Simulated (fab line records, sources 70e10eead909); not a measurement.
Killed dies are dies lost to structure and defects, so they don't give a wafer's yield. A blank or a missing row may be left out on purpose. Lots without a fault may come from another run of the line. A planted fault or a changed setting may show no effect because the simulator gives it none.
fab line records | flow nand_harc
record lots=14 wafers=42 last_day=25
route steps=1159 shown A_START@389 A_ZERO_WELL@412 A_ONON_D1@444 A_CHANNEL_HOLE_D1@463 END@1159
lots that met no fault: from a run of the same line without faults
start_h: hours from the record's first day to the start of the lot's first wafer shown | wait_h: hours since the lot's step before | " the same as in the row above | L1.1+2: a row that stands for several wafers | - no value, or no start given | * or withheld: withheld | < > ~ a bound
route shown NAME@n: a module of which the file shows steps, and the number in the route of the first | usual: mean/standard deviation of fault-free wafers | same: alike in all rows | chamber/n: place in a boat | sites: the reading at each site | _std_site: their standard deviation | _edge_site: outer sites' mean less inner sites' | radius_mm: how far each site lies from the wafer's centre | mask NAME#n: copy n | behind: the tool/chamber that last shaped the wafer | hold: why the lot was held/for how many hours/how that ended | device: the transistor (n, p or np) that didn't switch | end of line: the same wafers' tests at the end of the route | a step without rows: its recipe alone | killed: dies lost to structure and defects at the first sort, not the wafer's yield | map: a wafer's dies, x killed, . not, _ none there
set.NAME: the setting as run; set.NAME@STEP: as run at that earlier step | model.NAME: the simulator's own value behind a step, which no gauge read
steps of the route over a sample of lots; a table a step, a row a wafer
services: from which hour (start_h, from the record's first day; less than 0 if before it) a tool's chamber was out of use, for how many hours, and why
## steps
# step NHARC_A_START_INSPECT_01
# usual raw_defect_count=3.6/1.8
# columns lot.wafer tool chamber start_h wait_h raw_defect_count
L365.4 defect_inspect-02 - 143.39 - 7
L365.5 " - " " 5
L365.6 " - " " 3
L367.1 defect_inspect-02 - 153.25 - 5
L367.4 " - " " 3
L367.6 " - " " 3
L370.1 defect_inspect-01 - 163.40 - 5
L370.2 " - " " 4
L370.6 " - " " 4
L372.3 defect_inspect-01 - 172.01 - 6
L372.4 " - " " 3
L372.6 " - " " 7
L373.1 defect_inspect-02 - 183.46 - 5
L373.4 " - " " 2
L373.5 " - " " 2
L379.4 defect_inspect-01 - 211.39 - 1
L379.5 " - " " 6
L379.6 " - " " 3
L380.1 defect_inspect-01 - 234.32 - 2
L380.3 " - " " 6
L380.6 " - " " 3
L382.2 defect_inspect-02 - 235.15 - 4
L382.4 " - " " 5
L382.6 " - " " 2
L381.2 defect_inspect-01 - 235.64 - 3
L381.4 " - " " 2
L381.5 " - " " 4
L384.1 defect_inspect-01 - 243.16 - 1
L384.2 " - " " 3
L384.3 " - " " 2
L383.2 defect_inspect-01 - 243.45 - 1
L383.3 " - " " 3
L383.6 " - " " 7
L385.1 defect_inspect-02 - 250.31 - 5
L385.4 " - " " 5
L385.6 " - " " 4
L387.2 defect_inspect-01 - 265.01 - 0
L387.3 " - " " 2
L387.5 " - " " 6
L388.1 defect_inspect-01 - 269.07 - 2
L388.2 " - " " 7
L388.6 " - " " 5
# step NHARC_A_ZERO_WELL_INSPECT_17
# usual raw_defect_count=11/5.8
# columns lot.wafer tool chamber start_h wait_h raw_defect_count
L365.4 defect_inspect-01 - 145.71 0.1 15
L365.5 " - " " 33
L365.6 " - " " 17
L367.1 defect_inspect-01 - 155.58 0.2 10
L367.4 " - " " 5
L367.6 " - " " 8
L370.1 defect_inspect-02 - 165.87 0.2 21
L370.2 " - " " 16
L370.6 " - " " 12
L372.3 defect_inspect-01 - 174.38 0.1 24
L372.4 " - " " 12
L372.6 " - " " 21
L373.1 defect_inspect-02 - 185.66 0.2 3
L373.4 " - " " 10
L373.5 " - " " 3
L379.4 defect_inspect-01 - 213.60 0.1 4
L379.5 " - " " 3
L379.6 " - " " 9
L380.1 defect_inspect-02 - 236.69 0.2 10
L380.3 " - " " 14
L380.6 " - " " 11
L382.2 defect_inspect-02 - 237.62 0.1 16
L382.4 " - " " 9
L382.6 " - " " 7
L381.2 defect_inspect-01 - 238.10 0.1 6
L381.4 " - " " 7
L381.5 " - " " 4
L384.1 defect_inspect-02 - 245.55 0.2 22
L384.2 " - " " 10
L384.3 " - " " 19
L383.2 defect_inspect-02 - 245.78 0.1 6
L383.3 " - " " 2
L383.6 " - " " 7
L385.1 defect_inspect-02 - 252.62 0.2 20
L385.4 " - " " 19
L385.6 " - " " 16
L387.2 defect_inspect-02 - 269.50 0.1 13
L387.3 " - " " 12
L387.5 " - " " 23
L388.1 defect_inspect-02 - 271.37 0.2 6
L388.2 " - " " 12
L388.6 " - " " 9
# step NHARC_A_ONON_D1_DEP_28
# recipe target_thk_a=10000 n2_flow_sccm=2750 n2o_flow_sccm=2000 nh3_flow_sccm=500 sih4_flow_sccm=210 temp_c=400
# columns lot.wafer tool chamber start_h wait_h
L365.4+5+6 pecvd_onon-02 0 180.10 0.4
L367.1+4+6 pecvd_onon-02 0 190.56 0.1
L370.1+2+6 pecvd_onon-04 0 200.73 0.1
L372.3+4+6 pecvd_onon-04 0 205.89 0.2
L373.1+4+5 pecvd_onon-02 0 217.79 0.1
L379.4+5+6 pecvd_onon-02 0 260.20 0.4
L380.1+3+6 pecvd_onon-02 0 269.74 0.1
L382.2+4+6 pecvd_onon-01 0 269.94 0.1
L381.2+4+5 pecvd_onon-04 0 270.07 0.1
L384.1+2+3 pecvd_onon-04 0 277.20 0.1
L383.2+3+6 pecvd_onon-01 0 277.29 0.1
L385.1+4+6 pecvd_onon-01 0 287.74 0.2
L387.2+3+5 pecvd_onon-04 0 298.75 0.1
L388.1+2+6 pecvd_onon-04 0 303.86 0.1
# step NHARC_A_ONON_D1_THK_MEAS_30
# recipe thk_meas_gauge=ellipsometry
# usual thk_nm=999/11
# columns lot.wafer tool chamber start_h wait_h hold thk_nm
L365.4 film_metro-01 - 180.44 - - 1004
L365.5 " - " " - 1002
L365.6 " - " " - 1002
L367.1 film_metro-01 - 191.08 - - 1017
L367.4 " - " " - 1016
L367.6 " - " " - 1016
L370.1 film_metro-01 - 201.23 - - 989
L370.2 " - " " - 988
L370.6 " - " " - 988
L372.3 film_metro-02 - 206.28 - - 988
L372.4 " - " " - 986
L372.6 " - " " - 985
L373.1 film_metro-01 - 218.30 - - 993
L373.4 " - " " - 991
L373.5 " - " " - 992
L379.4 film_metro-01 - 260.54 - await_dispo/0.2h/release 698
L379.5 " - " " await_dispo/0.2h/release 697
L379.6 " - " " await_dispo/0.2h/release 698
L379.4 film_metro-01 - 260.71 0.2 - 697
L379.5 " - " " - 698
L379.6 " - " " - 698
L380.1 film_metro-02 - 270.25 - await_dispo/0.2h/release 695
L380.3 " - " " await_dispo/0.2h/release 696
L380.6 " - " " await_dispo/0.2h/release 694
L380.1 film_metro-02 - 270.42 0.2 - 695
L380.3 " - " " - 697
L380.6 " - " " - 697
L382.2 film_metro-01 - 270.39 - - 1011
L382.4 " - " " - 1009
L382.6 " - " " - 1012
L381.2 film_metro-02 - 270.52 - - 987
L381.4 " - " " - 989
L381.5 " - " " - 986
L384.1 film_metro-02 - 277.74 - - 1006
L384.2 " - " " - 1005
L384.3 " - " " - 1007
L383.2 film_metro-01 - 277.74 - - 996
L383.3 " - " " - 996
L383.6 " - " " - 995
L385.1 film_metro-01 - 288.24 - - 994
L385.4 " - " " - 993
L385.6 " - " " - 994
L387.2 film_metro-02 - 299.21 - - 994
L387.3 " - " " - 993
L387.5 " - " " - 994
L388.1 film_metro-02 - 304.37 - - 1011
L388.2 " - " " - 1012
L388.6 " - " " - 1011
# step NHARC_A_CHANNEL_HOLE_D1_OVL_MEAS_11
# usual overlay_x_nm=0.0/0.81 overlay_y_nm=-0.1/0.76
# columns lot.wafer tool chamber start_h wait_h overlay_x_nm overlay_y_nm
L365.4 overlay-01 - 186.34 - 0.9 0.0
L365.5 " - " " 1.1 0.0
L365.6 " - " " 0.9 0.0
L367.1 overlay-01 - 195.02 - -0.9 -0.3
L367.4 " - " " -0.7 -0.5
L367.6 " - " " -1.1 -0.7
L370.1 overlay-01 - 204.57 - -0.3 -0.9
L370.2 " - " " -0.3 -1.5
L370.6 " - " " -0.2 -1.2
L372.3 overlay-01 - 209.94 - -0.1 0.0
L372.4 " - " " 0.2 0.0
L372.6 " - " " 0.5 0.1
L373.1 overlay-02 - 221.52 - 0.2 0.0
L373.4 " - " " 0.0 -0.6
L373.5 " - " " -0.2 -1.0
L382.2 overlay-01 - 275.10 - -0.2 -1.0
L382.4 " - " " 0.2 -0.4
L382.6 " - " " -0.1 -0.8
L381.2 overlay-02 - 275.25 - -0.9 1.0
L381.4 " - " " -0.6 0.1
L381.5 " - " " -0.7 0.8
L384.1 overlay-02 - 281.08 - 0.3 0.7
L384.2 " - " " 0.1 1.0
L384.3 " - " " 0.3 0.7
L383.2 overlay-01 - 281.24 - 0.0 -1.0
L383.3 " - " " 0.3 -1.1
L383.6 " - " " 0.1 -1.2
L385.1 overlay-02 - 291.74 - -1.6 0.4
L385.4 " - " " -1.5 0.1
L385.6 " - " " -1.9 -0.3
L387.2 overlay-02 - 302.90 - 0.6 -1.5
L387.3 " - " " 0.4 -1.7
L387.5 " - " " 0.8 -1.6
L388.1 overlay-02 - 310.14 - -0.6 -0.9
L388.2 " - " " -0.5 -0.9
L388.6 " - " " -0.3 -1.2
# step NHARC_END_SORT_01
# recipe temp_c=25
# usual killed_at_array=25/9.8 killed_at_other=0.8/1.1 killed_at_periphery=3.3/2.1 killed_dies=29/10 killed_open=3.3/1.8 killed_short=1.9/1.4
# same gross_dies=677
# columns lot.wafer tool chamber start_h wait_h hold killed_at_array killed_at_other killed_at_periphery killed_dies killed_open killed_short
L370.1 prober-01 0 475.70 2.5 - 40 2 2 44 3 2
L370.2 prober-01 0 476.51 2.8 - 32 1 6 39 5 2
L370.6 prober-01 0 479.74 4.0 - 25 4 5 34 2 2
L372.3 prober-01 0 485.13 3.1 - 20 0 5 25 3 6
L372.4 prober-01 0 485.93 3.4 - 15 0 3 18 3 0
L372.6 prober-01 0 487.52 4.0 - 15 1 1 17 3 4
L373.1 prober-01 0 502.11 2.5 - 19 0 4 23 1 0
L373.4 prober-01 0 504.49 3.4 - 26 0 6 32 4 1
L373.5 prober-01 0 505.28 3.7 - 19 0 5 24 2 2
L379.4 prober-01 0 533.84 3.4 await_dispo/2.1h/scrap 671 3 3 677 2 2
L379.5 prober-01 0 534.64 3.7 await_dispo/2.1h/scrap 669 2 6 677 3 4
L379.6 prober-01 0 535.44 4.0 await_dispo/2.1h/scrap 671 3 3 677 2 2
L381.2 prober-02 0 549.06 2.8 - 40 0 7 47 3 4
L381.4 prober-02 0 550.64 3.4 - 39 0 5 44 3 4
L381.5 prober-02 0 551.42 3.7 - 36 0 1 37 3 1
L380.1 prober-01 0 571.53 2.5 await_dispo/2.3h/scrap 675 2 0 677 2 3
L380.3 prober-01 0 573.14 3.1 await_dispo/2.3h/scrap 673 1 3 677 1 3
L380.6 prober-01 0 575.55 4.0 await_dispo/2.3h/scrap 673 0 4 677 5 4
# killed by level:class
L370.1 A_CHANNEL_HOLE_D1:chamber_film_flake=18 A_STAIRCASE:chamber_film_flake=6 A_CONTACT:chamber_film_flake=6 A_ZERO_WELL:chamber_film_flake=4 P_GATE:geometric_particle:open=1 A_ONON_D1:geometric_particle:short=1 A_CHANNEL_HOLE_D1:geometric_particle:open=1 A_WL_FILL:geometric_particle:short=1
L370.2 A_CHANNEL_HOLE_D1:chamber_film_flake=11 A_CONTACT:chamber_film_flake=8 A_STAIRCASE:chamber_film_flake=5 A_SGD_CUT:chamber_film_flake=2 P_CONTACT:geometric_particle:open=1 P_M0:geometric_particle:open=1 A_CHANNEL_FILL_D1:geometric_particle:open=1 A_WL_FILL:geometric_particle:short=1
L370.6 A_CHANNEL_HOLE_D1:chamber_film_flake=9 P_ZERO_WELL:chamber_film_flake=4 A_STAIRCASE:chamber_film_flake=4 HYBRID_BOND:chamber_film_flake=3 A_CHANNEL_FILL_D1:chamber_film_flake=2 A_SGD_CUT:chamber_film_flake=2 A_SLIT:chamber_film_flake=2 A_CONTACT:chamber_film_flake=2
L372.3 A_CHANNEL_HOLE_D1:chamber_film_flake=10 A_WL_FILL:geometric_particle:short=3 A_ONON_D1:geometric_particle:short=2 P_ZERO_WELL:chamber_film_flake=2 A_CONTACT:chamber_film_flake=2 P_STI:geometric_particle:open=1 P_M0:geometric_particle:short=1 A_WL_FILL:geometric_particle:open=1
L372.4 A_CHANNEL_HOLE_D1:chamber_film_flake=8 P_ZERO_WELL:chamber_film_flake=3 A_STAIRCASE:chamber_film_flake=2 A_ONON_D1:geometric_particle:open=1 A_CONTACT:geometric_particle:open=1 A_BLC:geometric_particle:open=1 A_WL_FILL:chamber_film_flake=1 A_CONTACT:chamber_film_flake=1
L372.6 A_CHANNEL_HOLE_D1:chamber_film_flake=6 A_CONTACT:chamber_film_flake=2 P_M1:geometric_particle:short=1 A_SOURCE_PLATE:geometric_particle:short=1 A_CHANNEL_FILL_D1:geometric_particle:open=1 A_WL_FILL:geometric_particle:open=1 A_WL_FILL:geometric_particle:short=1 A_M0:geometric_particle:short=1
L373.1 A_CONTACT:chamber_film_flake=6 A_CHANNEL_FILL_D1:chamber_film_flake=5 A_CHANNEL_HOLE_D1:chamber_film_flake=4 P_STI:chamber_film_flake=3 A_STAIRCASE:chamber_film_flake=3 A_CONTACT:geometric_particle:open=1 P_GATE:chamber_film_flake=1
L373.4 A_STAIRCASE:chamber_film_flake=8 A_CONTACT:chamber_film_flake=7 P_CONTACT:chamber_film_flake=4 A_CHANNEL_HOLE_D1:chamber_film_flake=3 A_ONON_D1:geometric_particle:open=2 P_GATE:chamber_film_flake=2 A_ZERO_WELL:chamber_film_flake=2 A_SOURCE_PLATE:geometric_particle:open=1
L373.5 A_STAIRCASE:chamber_film_flake=5 A_CHANNEL_HOLE_D1:chamber_film_flake=4 P_CONTACT:chamber_film_flake=3 A_CONTACT:chamber_film_flake=3 P_STI:chamber_film_flake=2 A_CHANNEL_FILL_D1:chamber_film_flake=2 A_CHANNEL_FILL_D1:geometric_particle:short=1 A_CHANNEL_FILL_D1:geometric_particle:open=1
L379.4 A_ONON_D1:area_dep=640 A_CHANNEL_HOLE_D1:chamber_film_flake=16 A_CONTACT:chamber_film_flake=6 A_STAIRCASE:chamber_film_flake=3 THIN_TSV:chamber_film_flake=3 A_ONON_D1:geometric_particle:short=2 A_M0:chamber_film_flake=2 P_CONTACT:geometric_particle:open=1
L379.5 A_ONON_D1:area_dep=649 A_CHANNEL_HOLE_D1:chamber_film_flake=9 P_STI:chamber_film_flake=3 A_STAIRCASE:chamber_film_flake=3 A_CONTACT:chamber_film_flake=3 P_CONTACT:geometric_particle:short=2 THIN_TSV:chamber_film_flake=2 P_CONTACT:geometric_particle:open=1
L379.6 A_ONON_D1:area_dep=641 A_CHANNEL_HOLE_D1:chamber_film_flake=15 A_STAIRCASE:chamber_film_flake=6 A_CONTACT:chamber_film_flake=6 THIN_TSV:chamber_film_flake=3 A_ONON_D1:geometric_particle:open=2 P_CONTACT:geometric_particle:short=1 A_CONTACT:geometric_particle:short=1
L381.2 A_CHANNEL_HOLE_D1:chamber_film_flake=20 A_SLIT:chamber_film_flake=12 A_STAIRCASE:chamber_film_flake=4 P_GATE:chamber_film_flake=3 A_ONON_D1:geometric_particle:short=2 A_M0:geometric_particle:open=2 P_CONTACT:geometric_particle:open=1 P_M0:geometric_particle:short=1
L381.4 A_CHANNEL_HOLE_D1:chamber_film_flake=18 A_SLIT:chamber_film_flake=10 A_CONTACT:geometric_particle:open=3 P_STI:chamber_film_flake=3 A_CONTACT:chamber_film_flake=3 A_STAIRCASE:chamber_film_flake=2 P_M0:geometric_particle:short=1 A_CHANNEL_HOLE_D1:geometric_particle:short=1
L381.5 A_SLIT:chamber_film_flake=16 A_CHANNEL_HOLE_D1:chamber_film_flake=14 A_CONTACT:chamber_film_flake=2 P_CONTACT:geometric_particle:short=1 A_CONTACT:geometric_particle:open=1 A_BLC:geometric_particle:open=1 A_M0:geometric_particle:open=1 A_STAIRCASE:chamber_film_flake=1
L380.1 A_ONON_D1:area_dep=656 A_CHANNEL_HOLE_D1:chamber_film_flake=6 A_CONTACT:chamber_film_flake=4 A_STAIRCASE:chamber_film_flake=3 A_CONTACT:geometric_particle:open=2 THIN_TSV:chamber_film_flake=2 A_CHANNEL_FILL_D1:geometric_particle:short=1 A_STAIRCASE:geometric_particle:short=1
L380.3 A_ONON_D1:area_dep=645 A_CHANNEL_HOLE_D1:chamber_film_flake=19 A_CONTACT:chamber_film_flake=3 A_WL_FILL:chamber_film_flake=2 P_M0:geometric_particle:short=1 A_ONON_D1:geometric_particle:short=1 A_CONTACT:geometric_particle:open=1 A_CONTACT:geometric_particle:short=1
L380.6 A_ONON_D1:area_dep=647 A_CHANNEL_HOLE_D1:chamber_film_flake=13 A_STAIRCASE:chamber_film_flake=5 P_STI:geometric_particle:short=1 P_M2:geometric_particle:open=1 A_SOURCE_PLATE:geometric_particle:short=1 A_ONON_D1:geometric_particle:open=1 A_SGD_CUT:geometric_particle:open=1
## services
# columns tool chamber start_h hours kind
pecvd_onon-01 - 195.04 13.0 pm
pecvd_onon-04 - 237.37 13.0 pm
pecvd_onon-02 - 292.00 13.0 pm
## key
first_sign step=NHARC_A_ONON_D1_THK_MEAS_30 reading=visit direction=added
effect step=NHARC_A_ONON_D1_THK_MEAS_30 reading=thk_nm direction=down sigmas=27 usual=999 struck=696
effect step=NHARC_END_SORT_01 reading=killed_at_array direction=up sigmas=66 usual=25 struck=672
more_kills_born_at NHARC_A_ONON_D1_DEP_28@pecvd_onon-02=3878
met_at NHARC_A_ONON_D1_DEP_28
struck_lots L379,L380
struck_wafers L379.4,L379.5,L379.6,L380.1,L380.3,L380.6
later_rows_left_out L379.4,L379.5,L379.6,L380.1,L380.3,L380.6
tester_left_out L379,L380
not_acting_at NHARC_A_START_INSPECT_01,NHARC_A_ZERO_WELL_INSPECT_17,NHARC_A_CHANNEL_HOLE_D1_OVL_MEAS_11
onset_between 217.79 260.20
fault kind=process_parameter_drift tool=pecvd_onon-02 chamber=0 onset_h=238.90 steps=NHARC_A_ONON_D1_DEP_28 channel=target_thk_a offset=* shape=step end_h=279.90 acts_in=* stated=*
# tester_left_out: of these lots the tester's yield and bins aren't shown, on N5 and GAA mostly nor the transistor test; their killed dies are dies lost to structure and defects alone, not to doping, threshold or leakage, so they don't give the yield
# later_rows_left_out: the simulator's readings of these wafers behind a module that went badly wrong aren't trusted and aren't shown, but for the sort
